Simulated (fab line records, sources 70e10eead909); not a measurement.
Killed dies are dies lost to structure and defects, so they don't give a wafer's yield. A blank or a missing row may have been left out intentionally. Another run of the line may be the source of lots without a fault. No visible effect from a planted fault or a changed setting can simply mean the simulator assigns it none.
Matching of chambers | flow nand-harc | NHARC_A_STAIRCASE_DESCUM_168 on rie-diel-04: 4 sister chambers
The step chemistry O2, time 3 s. 4 wafers are shown with their chamber, then 9 later ones without.

== WAFERS WITH THEIR CHAMBER ==
wafer  | chamber | drypump-motor-current-A (A)
L085.1 | 2       | 5.4
L090.1 | 3       | 6.7
L090.2 | 0       | 6.0
L090.3 | 1       | 5.0

== WAFERS WHOSE CHAMBER IS MISSING ==
wafer  | drypump-motor-current-A (A)
L090.4 | 5.4
L090.5 | 6.7
L090.6 | 6.0
L091.2 | 5.0
L091.4 | 5.4
L091.6 | 5.4
L095.2 | 5.0
L095.5 | 5.9
L095.6 | 6.7

== CHAMBER TAKEN BY EACH ==
wafer  | from the rows above | in truth
L090.4 | 2                   | 2
L090.5 | 3                   | 3
L090.6 | 0                   | 0
L091.2 | 1                   | 1
L091.4 | 2                   | 2
L091.6 | 2                   | 2
L095.2 | 1                   | 1
L095.5 | 0                   | 0
L095.6 | 3                   | 3
9 of 9 placed correctly. Can't be placed from these rows: 0. Placed wrongly: 0.
How it was worked out, from the rows above alone: a wafer's distance from a chamber is the root of the sum, over the readings, of the square of ((its reading less the chamber's mean) divided by the reading's scatter). If the next closest chamber is less than 2 further off than the closest, the wafer can't be placed; otherwise it belongs to the closest. For every chamber, the mean is computed from those of its wafers that are shown. The scatter: root of mean squared gap, hidden wafer to nearest shown wafer, with one shown wafer a chamber.
